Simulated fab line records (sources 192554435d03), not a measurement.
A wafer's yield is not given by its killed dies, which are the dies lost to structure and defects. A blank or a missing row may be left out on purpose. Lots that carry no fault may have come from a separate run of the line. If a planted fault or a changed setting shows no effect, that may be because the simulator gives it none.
What tool caused it? || flow n5 finfet || 8 lots with 24 wafers sampled at 5 steps, on a route of 1938 steps

## WHAT THE GAUGES SHOWED, per wafer
N5_BEOL_M0_CUTY_OVL_MEAS_58. Usual: M0_ABLK_OVL 0.0 nm, standard deviation 0.82.
{"lot": "L299", "measured": "day 7 07:38", "on": "overlay-01", "M0_ABLK_OVL (nm)": "0.2 0.3 -0.3", "flag": ""}
{"lot": "L300", "measured": "day 7 10:15", "on": "overlay-02", "M0_ABLK_OVL (nm)": "0.5 0.1 1.5", "flag": ""}
{"lot": "L303", "measured": "day 8 02:33", "on": "overlay-02", "M0_ABLK_OVL (nm)": "-1.5 -0.6 0.3", "flag": ""}
{"lot": "L304", "measured": "day 8 11:12", "on": "overlay-02", "M0_ABLK_OVL (nm)": "0.8 0.5 0.1", "flag": ""}
{"lot": "L308", "measured": "day 9 17:15", "on": "overlay-01", "M0_ABLK_OVL (nm)": "1.5 1.5 1.3", "flag": ""}
{"lot": "L309", "measured": "day 10 03:19", "on": "overlay-01", "M0_ABLK_OVL (nm)": "0.6 1.2 0.6", "flag": ""}
{"lot": "L310", "measured": "day 10 07:00", "on": "overlay-01", "M0_ABLK_OVL (nm)": "-0.3 0.3 0.4", "flag": ""}
{"lot": "L316", "measured": "day 11 11:12", "on": "overlay-01", "M0_ABLK_OVL (nm)": "-0.9 0.0 -0.2", "flag": ""}

N5_BEOL_M4_RC_MEAS_101. Usual: DIBL_N 36.4 mV/V, standard deviation 1.5; DIBL_P 36.4 mV/V, standard deviation 1.6; IOFF_N 0.164 nA/um, standard deviation 0.025; IOFF_P 0.214 nA/um, standard deviation 0.028; ION_N 675 uA/um, standard deviation 9.9; ION_P 463 uA/um, standard deviation 6.5; SS_N 71.5 mV/dec, standard deviation 0.5; SS_P 73.3 mV/dec, standard deviation 0.56; VT_N 249.2 mV, standard deviation 2.7; VT_P -250.1 mV, standard deviation 2.8.
{"lot": "L299", "measured": "day 9 12:56", "on": "prober-01", "DIBL_N (mV/V)": "37.0 37.1 35.8", "DIBL_P (mV/V)": "38.9 39.1 37.2", "IOFF_N (nA/um)": "0.179 0.171 0.159", "IOFF_P (nA/um)": "0.242 0.249 0.212", "ION_N (uA/um)": "677 676 677", "ION_P (uA/um)": "462 464 466", "SS_N (mV/dec)": "72.6 72.4 71.5", "SS_P (mV/dec)": "72.9 73.9 73.1", "VT_N (mV)": "247.9 250.5 251.4", "VT_P (mV)": "-251.3 -248.7 -248.6", "flag": ""}
{"lot": "L300", "measured": "day 9 22:43", "on": "prober-01", "DIBL_N (mV/V)": "38.0 39.0 38.1", "DIBL_P (mV/V)": "38.1 39.0 37.9", "IOFF_N (nA/um)": "0.188 0.219 0.191", "IOFF_P (nA/um)": "0.232 0.242 0.228", "ION_N (uA/um)": "679 694 688", "ION_P (uA/um)": "458 469 466", "SS_N (mV/dec)": "71.8 72.1 71.2", "SS_P (mV/dec)": "73.6 73.2 74.3", "VT_N (mV)": "246.1 242.9 244.9", "VT_P (mV)": "-248.4 -249.2 -249.0", "flag": ""}
{"lot": "L303", "measured": "day 10 03:02", "on": "prober-01", "DIBL_N (mV/V)": "36.6 36.8 37.5", "DIBL_P (mV/V)": "35.7 35.6 36.3", "IOFF_N (nA/um)": "0.166 0.178 0.184", "IOFF_P (nA/um)": "0.235 0.235 0.242", "ION_N (uA/um)": "669 674 681", "ION_P (uA/um)": "464 465 456", "SS_N (mV/dec)": "70.9 71.5 72.0", "SS_P (mV/dec)": "73.8 73.2 73.2", "VT_N (mV)": "247.2 247.5 246.3", "VT_P (mV)": "-249.2 -249.1 -250.3", "flag": ""}
{"lot": "L304", "measured": "day 10 18:33", "on": "prober-01", "DIBL_N (mV/V)": "35.4 36.5 34.9", "DIBL_P (mV/V)": "35.3 37.1 34.9", "IOFF_N (nA/um)": "0.159 0.188 0.156", "IOFF_P (nA/um)": "0.232 0.260 0.230", "ION_N (uA/um)": "683 695 667", "ION_P (uA/um)": "478 477 460", "SS_N (mV/dec)": "72.0 72.6 72.1", "SS_P (mV/dec)": "73.2 73.9 73.2", "VT_N (mV)": "249.1 244.5 248.4", "VT_P (mV)": "-247.9 -246.2 -246.7", "flag": ""}
{"lot": "L308", "measured": "day 12 00:56", "on": "prober-02", "DIBL_N (mV/V)": "35.4 35.3 36.4", "DIBL_P (mV/V)": "33.4 34.4 35.1", "IOFF_N (nA/um)": "0.136 0.144 0.163", "IOFF_P (nA/um)": "0.170 0.180 0.200", "ION_N (uA/um)": "675 672 685", "ION_P (uA/um)": "462 458 472", "SS_N (mV/dec)": "71.7 71.2 71.6", "SS_P (mV/dec)": "72.2 72.3 72.8", "VT_N (mV)": "252.1 252.8 251.1", "VT_P (mV)": "-252.7 -253.9 -253.5", "flag": ""}
{"lot": "L309", "measured": "day 12 05:47", "on": "prober-02", "DIBL_N (mV/V)": "36.1 34.7 36.1", "DIBL_P (mV/V)": "35.7 34.1 36.0", "IOFF_N (nA/um)": "0.175 0.146 0.174", "IOFF_P (nA/um)": "0.209 0.191 0.210", "ION_N (uA/um)": "686 675 682", "ION_P (uA/um)": "466 464 459", "SS_N (mV/dec)": "71.6 71.5 71.4", "SS_P (mV/dec)": "72.9 72.1 73.4", "VT_N (mV)": "244.6 250.2 249.9", "VT_P (mV)": "-251.3 -250.9 -251.5", "flag": ""}
{"lot": "L310", "measured": "day 12 08:25", "on": "prober-01", "DIBL_N (mV/V)": "37.9 36.9 38.5", "DIBL_P (mV/V)": "38.7 37.5 39.4", "IOFF_N (nA/um)": "0.222 0.207 0.247", "IOFF_P (nA/um)": "0.244 0.225 0.256", "ION_N (uA/um)": "696 697 703", "ION_P (uA/um)": "468 468 469", "SS_N (mV/dec)": "72.3 71.7 71.3", "SS_P (mV/dec)": "73.6 74.4 74.2", "VT_N (mV)": "246.7 245.8 242.5", "VT_P (mV)": "-248.5 -249.9 -246.1", "flag": ""}
{"lot": "L316", "measured": "day 13 15:23", "on": "prober-02", "DIBL_N (mV/V)": "37.4 36.6 37.8", "DIBL_P (mV/V)": "37.1 36.1 36.8", "IOFF_N (nA/um)": "0.184 0.164 0.174", "IOFF_P (nA/um)": "0.225 0.212 0.218", "ION_N (uA/um)": "675 674 678", "ION_P (uA/um)": "464 457 459", "SS_N (mV/dec)": "71.4 71.6 71.2", "SS_P (mV/dec)": "73.8 73.7 74.1", "VT_N (mV)": "246.9 251.0 249.6", "VT_P (mV)": "-250.5 -251.4 -249.9", "flag": ""}

## WHAT TOOL EACH LOT RAN ON (gives the tool, then ch and the chambers of the sampled wafers, and finally the start)
{"lot": "L299", "N5_BEOL_M0_CUTY_ETCH_62": "rie diel-02 ch 0,2,3, day 7 07:44", "N5_BEOL_M0_STRIP_104": "rie diel-02 ch 0,2,3, day 7 08:40", "N5_BEOL_M0_STRIP_142": "rie diel-02 ch 0,2,3, day 7 08:51"}
{"lot": "L300", "N5_BEOL_M0_CUTY_ETCH_62": "rie diel-01 ch 1,2,3, day 7 10:25", "N5_BEOL_M0_STRIP_104": "rie diel-01 ch 1,2,3, day 7 18:58", "N5_BEOL_M0_STRIP_142": "rie diel-04 ch 0,3, day 7 19:21"}
{"lot": "L303", "N5_BEOL_M0_CUTY_ETCH_62": "rie diel-02 ch 0,1,3, day 8 02:39", "N5_BEOL_M0_STRIP_104": "rie diel-01 ch 0,1,3, day 8 05:39", "N5_BEOL_M0_STRIP_142": "rie diel-02 ch 0,2,3, day 8 05:51"}
{"lot": "L304", "N5_BEOL_M0_CUTY_ETCH_62": "rie diel-02 ch 0,1,2, day 8 11:25", "N5_BEOL_M0_STRIP_104": "rie diel-04 ch 0,2,3, day 8 12:10", "N5_BEOL_M0_STRIP_142": "rie diel-02 ch 0,2,3, day 8 12:23"}
{"lot": "L308", "N5_BEOL_M0_CUTY_ETCH_62": "rie diel-02 ch 0,1,2, day 9 17:26", "N5_BEOL_M0_STRIP_104": "rie diel-04 ch 1,2,3, day 9 20:59", "N5_BEOL_M0_STRIP_142": "rie diel-02 ch 2,3, day 9 21:30"}
{"lot": "L309", "N5_BEOL_M0_CUTY_ETCH_62": "rie diel-01 ch 0,1,3, day 10 03:25", "N5_BEOL_M0_STRIP_104": "rie diel-04 ch 0,1,3, day 10 03:54", "N5_BEOL_M0_STRIP_142": "rie diel-04 ch 0,3, day 10 04:07"}
{"lot": "L310", "N5_BEOL_M0_CUTY_ETCH_62": "rie diel-04 ch 0,1,3, day 10 07:43", "N5_BEOL_M0_STRIP_104": "rie diel-01 ch 2,3, day 10 11:05", "N5_BEOL_M0_STRIP_142": "rie diel-04 ch 0,1,3, day 10 11:16"}
{"lot": "L316", "N5_BEOL_M0_CUTY_ETCH_62": "rie diel-02 ch 0,1,2, day 11 11:18", "N5_BEOL_M0_STRIP_104": "rie diel-02 ch 0,1,3, day 11 14:36", "N5_BEOL_M0_STRIP_142": "rie diel-02 ch 0,1, day 11 14:47"}
- N5_BEOL_M0_CUTY_ETCH_62: etches SiARC in CF4, time 58.5 s.
- N5_BEOL_M0_STRIP_104: strips in N2/H2.
- N5_BEOL_M0_STRIP_142: strips in N2/H2, time 10 s.

## AS READ BY THE TOOLS THEMSELVES (means over the sampled wafers that have a number; for cases with no such wafer, the mark the record gives instead)
N5_BEOL_M0_CUTY_ETCH_62. Usual: cf4 flow sccm 100.0 sccm, standard deviation 0.31; drypump motor current A 5.5 A, standard deviation 0.43; etch rf on time s 58.1 s, standard deviation 0.94; oes product au 0.70 a.u., standard deviation 0.081; rf vpp V 184.1 V, standard deviation 1.2; showerhead plenum p Torr 2.15 Torr, standard deviation 0.061; throttle valve pct 15.70 %, standard deviation 0.25.
{"lot": "L299", "tool": "rie diel-02", "cf4 flow sccm (sccm)": 100.1, "drypump motor current A (A)": 5.2, "etch rf on time s (s)": 58.6, "oes product au (a.u.)": 0.63, "rf vpp V (V)": 182.7, "showerhead plenum p Torr (Torr)": 2.11, "throttle valve pct (%)": 15.82, "flag": ""}
{"lot": "L300", "tool": "rie diel-01", "cf4 flow sccm (sccm)": 100.2, "drypump motor current A (A)": 5.9, "etch rf on time s (s)": 57.1, "oes product au (a.u.)": 0.73, "rf vpp V (V)": 183.9, "showerhead plenum p Torr (Torr)": 2.20, "throttle valve pct (%)": 15.62, "flag": ""}
{"lot": "L303", "tool": "rie diel-02", "cf4 flow sccm (sccm)": 100.1, "drypump motor current A (A)": 5.3, "etch rf on time s (s)": 58.5, "oes product au (a.u.)": 0.69, "rf vpp V (V)": 184.1, "showerhead plenum p Torr (Torr)": 2.13, "throttle valve pct (%)": 15.65, "flag": ""}
{"lot": "L304", "tool": "rie diel-02", "cf4 flow sccm (sccm)": 100.0, "drypump motor current A (A)": 5.3, "etch rf on time s (s)": 58.6, "oes product au (a.u.)": 0.68, "rf vpp V (V)": 183.7, "showerhead plenum p Torr (Torr)": 2.09, "throttle valve pct (%)": 15.73, "flag": ""}
{"lot": "L308", "tool": "rie diel-02", "cf4 flow sccm (sccm)": 99.9, "drypump motor current A (A)": 5.3, "etch rf on time s (s)": 58.4, "oes product au (a.u.)": 0.67, "rf vpp V (V)": 183.0, "showerhead plenum p Torr (Torr)": 2.09, "throttle valve pct (%)": 15.76, "flag": ""}
{"lot": "L309", "tool": "rie diel-01", "cf4 flow sccm (sccm)": 99.9, "drypump motor current A (A)": 6.1, "etch rf on time s (s)": 57.1, "oes product au (a.u.)": 0.72, "rf vpp V (V)": 184.7, "showerhead plenum p Torr (Torr)": 2.16, "throttle valve pct (%)": 15.75, "flag": ""}
{"lot": "L310", "tool": "rie diel-04", "cf4 flow sccm (sccm)": 100.0, "drypump motor current A (A)": 5.2, "etch rf on time s (s)": 57.6, "oes product au (a.u.)": 0.67, "rf vpp V (V)": 183.4, "showerhead plenum p Torr (Torr)": 2.15, "throttle valve pct (%)": 15.79, "flag": ""}
{"lot": "L316", "tool": "rie diel-02", "cf4 flow sccm (sccm)": 99.9, "drypump motor current A (A)": 5.3, "etch rf on time s (s)": 59.3, "oes product au (a.u.)": 0.65, "rf vpp V (V)": 183.2, "showerhead plenum p Torr (Torr)": 2.09, "throttle valve pct (%)": 15.78, "flag": ""}

N5_BEOL_M0_STRIP_104. Usual: bias power w 6.996 W, standard deviation 0.022; chamber pressure mTorr 19.99 mTorr, standard deviation 0.044; drypump motor current A 5.6 A, standard deviation 0.44; oes product au 0.82 a.u., standard deviation 0.088; power w 450.1 W, standard deviation 1.4; rf vpp V 59.2 V, standard deviation 1.7; showerhead plenum p Torr 2.56 Torr, standard deviation 0.09; throttle valve pct 23.7 %, standard deviation 0.39.
{"lot": "L299", "tool": "rie diel-02", "bias power w (W)": 6.996, "chamber pressure mTorr (mTorr)": 20.02, "drypump motor current A (A)": 5.2, "oes product au (a.u.)": 0.74, "power w (W)": 448.5, "rf vpp V (V)": 57.7, "showerhead plenum p Torr (Torr)": 2.50, "throttle valve pct (%)": 23.8, "flag": ""}
{"lot": "L300", "tool": "rie diel-01", "bias power w (W)": 7.009, "chamber pressure mTorr (mTorr)": 19.99, "drypump motor current A (A)": 6.0, "oes product au (a.u.)": 0.84, "power w (W)": 448.7, "rf vpp V (V)": 59.7, "showerhead plenum p Torr (Torr)": 2.61, "throttle valve pct (%)": 23.7, "flag": ""}
{"lot": "L303", "tool": "rie diel-01", "bias power w (W)": 7.003, "chamber pressure mTorr (mTorr)": 19.99, "drypump motor current A (A)": 6.1, "oes product au (a.u.)": 0.86, "power w (W)": 450.4, "rf vpp V (V)": 59.2, "showerhead plenum p Torr (Torr)": 2.57, "throttle valve pct (%)": 23.8, "flag": ""}
{"lot": "L304", "tool": "rie diel-04", "bias power w (W)": 7.007, "chamber pressure mTorr (mTorr)": 19.99, "drypump motor current A (A)": 5.5, "oes product au (a.u.)": 0.88, "power w (W)": 449.7, "rf vpp V (V)": 59.2, "showerhead plenum p Torr (Torr)": 2.59, "throttle valve pct (%)": 23.9, "flag": ""}
{"lot": "L308", "tool": "rie diel-04", "bias power w (W)": 7.001, "chamber pressure mTorr (mTorr)": 20.02, "drypump motor current A (A)": 5.2, "oes product au (a.u.)": 0.79, "power w (W)": 448.9, "rf vpp V (V)": 59.0, "showerhead plenum p Torr (Torr)": 2.55, "throttle valve pct (%)": 23.9, "flag": ""}
{"lot": "L309", "tool": "rie diel-04", "bias power w (W)": "-", "chamber pressure mTorr (mTorr)": "-", "drypump motor current A (A)": "-", "oes product au (a.u.)": "-", "power w (W)": "-", "rf vpp V (V)": "-", "showerhead plenum p Torr (Torr)": "-", "throttle valve pct (%)": "-", "flag": "OFF"}
{"lot": "L310", "tool": "rie diel-01", "bias power w (W)": "-", "chamber pressure mTorr (mTorr)": "-", "drypump motor current A (A)": "-", "oes product au (a.u.)": "-", "power w (W)": "-", "rf vpp V (V)": "-", "showerhead plenum p Torr (Torr)": "-", "throttle valve pct (%)": "-", "flag": "OFF"}
{"lot": "L316", "tool": "rie diel-02", "bias power w (W)": 7.019, "chamber pressure mTorr (mTorr)": 19.98, "drypump motor current A (A)": 5.3, "oes product au (a.u.)": 0.77, "power w (W)": 450.3, "rf vpp V (V)": 56.9, "showerhead plenum p Torr (Torr)": 2.50, "throttle valve pct (%)": 23.6, "flag": ""}

N5_BEOL_M0_STRIP_142. Usual: bias power w 6.997 W, standard deviation 0.021; chamber pressure mTorr 20.001 mTorr, standard deviation 0.02; drypump motor current A 5.4 A, standard deviation 0.4; oes product au 0.80 a.u., standard deviation 0.082; rf vpp V 59.2 V, standard deviation 0.89; showerhead plenum p Torr 2.53 Torr, standard deviation 0.075; throttle valve pct 23.8 %, standard deviation 0.32.
{"lot": "L299", "tool": "rie diel-02", "bias power w (W)": 6.970, "chamber pressure mTorr (mTorr)": 19.981, "drypump motor current A (A)": 5.2, "oes product au (a.u.)": 0.74, "rf vpp V (V)": 58.7, "showerhead plenum p Torr (Torr)": 2.50, "throttle valve pct (%)": 23.8, "flag": ""}
{"lot": "L300", "tool": "rie diel-04", "bias power w (W)": 7.006, "chamber pressure mTorr (mTorr)": 19.995, "drypump motor current A (A)": 5.4, "oes product au (a.u.)": 0.85, "rf vpp V (V)": 59.2, "showerhead plenum p Torr (Torr)": 2.58, "throttle valve pct (%)": 23.8, "flag": ""}
{"lot": "L303", "tool": "rie diel-02", "bias power w (W)": 6.984, "chamber pressure mTorr (mTorr)": 19.996, "drypump motor current A (A)": 5.2, "oes product au (a.u.)": 0.74, "rf vpp V (V)": 58.7, "showerhead plenum p Torr (Torr)": 2.49, "throttle valve pct (%)": 23.8, "flag": ""}
{"lot": "L304", "tool": "rie diel-02", "bias power w (W)": 7.022, "chamber pressure mTorr (mTorr)": 20.006, "drypump motor current A (A)": 5.2, "oes product au (a.u.)": 0.73, "rf vpp V (V)": 59.1, "showerhead plenum p Torr (Torr)": 2.49, "throttle valve pct (%)": 23.8, "flag": ""}
{"lot": "L308", "tool": "rie diel-02", "bias power w (W)": 6.968, "chamber pressure mTorr (mTorr)": 20.005, "drypump motor current A (A)": 5.0, "oes product au (a.u.)": 0.72, "rf vpp V (V)": 59.1, "showerhead plenum p Torr (Torr)": 2.46, "throttle valve pct (%)": 23.9, "flag": ""}
{"lot": "L309", "tool": "rie diel-04", "bias power w (W)": 7.002, "chamber pressure mTorr (mTorr)": 20.010, "drypump motor current A (A)": 5.5, "oes product au (a.u.)": 0.86, "rf vpp V (V)": 59.6, "showerhead plenum p Torr (Torr)": 2.57, "throttle valve pct (%)": 23.8, "flag": ""}
{"lot": "L310", "tool": "rie diel-04", "bias power w (W)": 6.988, "chamber pressure mTorr (mTorr)": 20.015, "drypump motor current A (A)": 5.2, "oes product au (a.u.)": 0.78, "rf vpp V (V)": 58.8, "showerhead plenum p Torr (Torr)": 2.54, "throttle valve pct (%)": 23.7, "flag": ""}
{"lot": "L316", "tool": "rie diel-02", "bias power w (W)": 6.980, "chamber pressure mTorr (mTorr)": 19.987, "drypump motor current A (A)": 5.5, "oes product au (a.u.)": 0.82, "rf vpp V (V)": 58.7, "showerhead plenum p Torr (Torr)": 2.48, "throttle valve pct (%)": 23.4, "flag": ""}

## THE ANSWER, worked out from the rows above alone
Rule: a lot counts as off when the mean over its wafers that have a number is more than 3 standard deviations away from the usual mean. Also off: a lot with no number at a reading for which 4 or more lots have one. Any other lot the step has rows for is counted as sound. First the gauges in route order, then the tools' own readings, where a lot's mean is used as printed above. At the first step where some lot is off, the reading lying furthest off is the one used; lots without a number count as furthest.
Off at N5_BEOL_M0_STRIP_104 (bias power w): L309, L310. Without a number there: L309, L310.
A tool fits if, at that step or a process step before it, it ran every lot that is off, and no sound lot after the first of them. None of those tried fits.

## WHAT THE SIMULATOR HAD INSERTED
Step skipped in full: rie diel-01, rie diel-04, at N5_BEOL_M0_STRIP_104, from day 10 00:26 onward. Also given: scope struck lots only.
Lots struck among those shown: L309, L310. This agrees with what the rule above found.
